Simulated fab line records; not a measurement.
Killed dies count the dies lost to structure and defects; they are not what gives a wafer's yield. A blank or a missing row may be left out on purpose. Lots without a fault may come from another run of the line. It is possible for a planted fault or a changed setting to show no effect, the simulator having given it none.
Matching of chambers	flow n5Finfet	N5_BEOL_M5_PECVD_70 on pecvd-02: 3 sister chambers
The step deposits SiO2 from TEOS/O2, target thk 16 nm, time 18 s. 14 wafers are shown with their chamber, then 7 later ones without.

EACH WAFER AND ITS CHAMBER
wafer	chamber	throttleValvePct (%)	showerheadPlenumPTorr (Torr)	heaterPowerW (W)
L078.2	1	22.8	8.84	628
L078.5	2	20.7	8.79	656
L078.6	1	22.8	8.82	644
L079.1	1	22.6	8.83	628
L079.2	2	20.5	8.79	809
L079.3	2	20.5	8.80	812
L084.2	0	22.2	8.81	704
L084.3	2	20.5	8.81	689
L084.4	0	22.3	8.81	688
L086.4	2	21.0	8.77	702
L086.5	0	22.4	8.82	630
L086.6	1	22.8	8.84	668
L089.1	2	20.7	8.76	746
L089.2	1	22.7	8.84	611

SIGNATURES (averages over the wafers above)
reading	chamber 0	chamber 1	chamber 2	scatter within a chamber
throttleValvePct	22.300	22.740	20.650	0.15
showerheadPlenumPTorr	8.8133	8.8340	8.7867	0.0139
heaterPowerW	674.00	635.80	735.67	48.5
Rule: distance of a wafer from a chamber = root of the sum over the readings of ((wafer's reading minus chamber's mean) / reading's scatter) squared. If the next closest chamber is less than 2 further off than the closest, the wafer can't be placed; otherwise it belongs to the closest. How the scatter is found: for the shown wafers, subtract from each reading the mean of its chamber, square and add these, divide the total by (wafers less chambers), then take the root.

WAFERS MISSING THEIR CHAMBER
wafer	throttleValvePct (%)	showerheadPlenumPTorr (Torr)	heaterPowerW (W)
L089.3	22.0	8.82	713
L092.3	23.0	8.84	705
L092.4	20.8	8.78	799
L092.5	20.9	8.77	807
L093.1	20.8	8.78	730
L093.2	22.6	8.83	585
L093.5	21.0	8.78	730

WHICH CHAMBER EACH ONE RAN IN
wafer	from the rows above	in truth
L089.3	0	0
L092.3	1	1
L092.4	2	2
L092.5	2	2
L093.1	2	2
L093.2	can't be placed: 1 or 0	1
L093.5	2	2
6 of 7 placed correctly. From these rows, 1 cannot be placed; in 1 the true chamber is one of the candidates. Wrongly placed: 0.
